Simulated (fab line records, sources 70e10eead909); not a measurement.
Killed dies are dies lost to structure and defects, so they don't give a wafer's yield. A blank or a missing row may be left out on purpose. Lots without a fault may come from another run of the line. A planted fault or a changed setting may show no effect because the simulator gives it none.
Chamber matching | flow nand_harc | NHARC_P_M0_DEP_32 on pecvd-04: 3 sister chambers
The step deposits SiCN, target thk 30 nm. 6 wafers are shown with their chamber, then 9 later ones without.

WAFERS WITH THEIR CHAMBER
wafer  | chamber | heater_power_outer_w (W) | heater_power_w (W)
L080.5 | 0       | 403                      | 707
L084.4 | 1       | 353                      | 649
L084.5 | 2       | 319                      | 581
L085.1 | 2       | 355                      | 596
L085.2 | 0       | 377                      | 655
L085.4 | 1       | 268                      | 526

WAFERS WITHOUT THEIR CHAMBER
wafer  | heater_power_outer_w (W) | heater_power_w (W)
L092.3 | 374                      | 648
L092.4 | 357                      | 623
L092.6 | 318                      | 600
L094.2 | 327                      | 611
L094.3 | 380                      | 651
L094.4 | 328                      | 618
L095.1 | 402                      | 707
L095.2 | 342                      | 597
L095.4 | 349                      | 619

WHICH CHAMBER EACH WENT THROUGH
wafer  | from the rows above          | in truth
L092.3 | can't be placed: 0 or 2 or 1 | 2
L092.4 | can't be placed: 2 or 0 or 1 | 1
L092.6 | can't be placed: 1 or 2      | 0
L094.2 | can't be placed: 2 or 1 or 0 | 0
L094.3 | can't be placed: 0 or 2 or 1 | 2
L094.4 | can't be placed: 2 or 1 or 0 | 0
L095.1 | 0                            | 0
L095.2 | can't be placed: 2 or 1 or 0 | 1
L095.4 | can't be placed: 2 or 1 or 0 | 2
Placed correctly: 1 of 9. Can't be placed from these rows: 8 (the true chamber is among the candidates in 7). Placed wrongly: 0.
How it was worked out, from the rows above alone: a wafer's distance from a chamber is the root of the sum, over the readings, of the square of ((its reading less the chamber's mean) divided by the reading's scatter). The wafer belongs to the nearest chamber; if the next one is less than 2 further off, it can't be placed. A chamber's mean is the mean of its shown wafers. The scatter: the root of (the sum of the squares of (reading less its chamber's mean) over the shown wafers, divided by (wafers less chambers)).
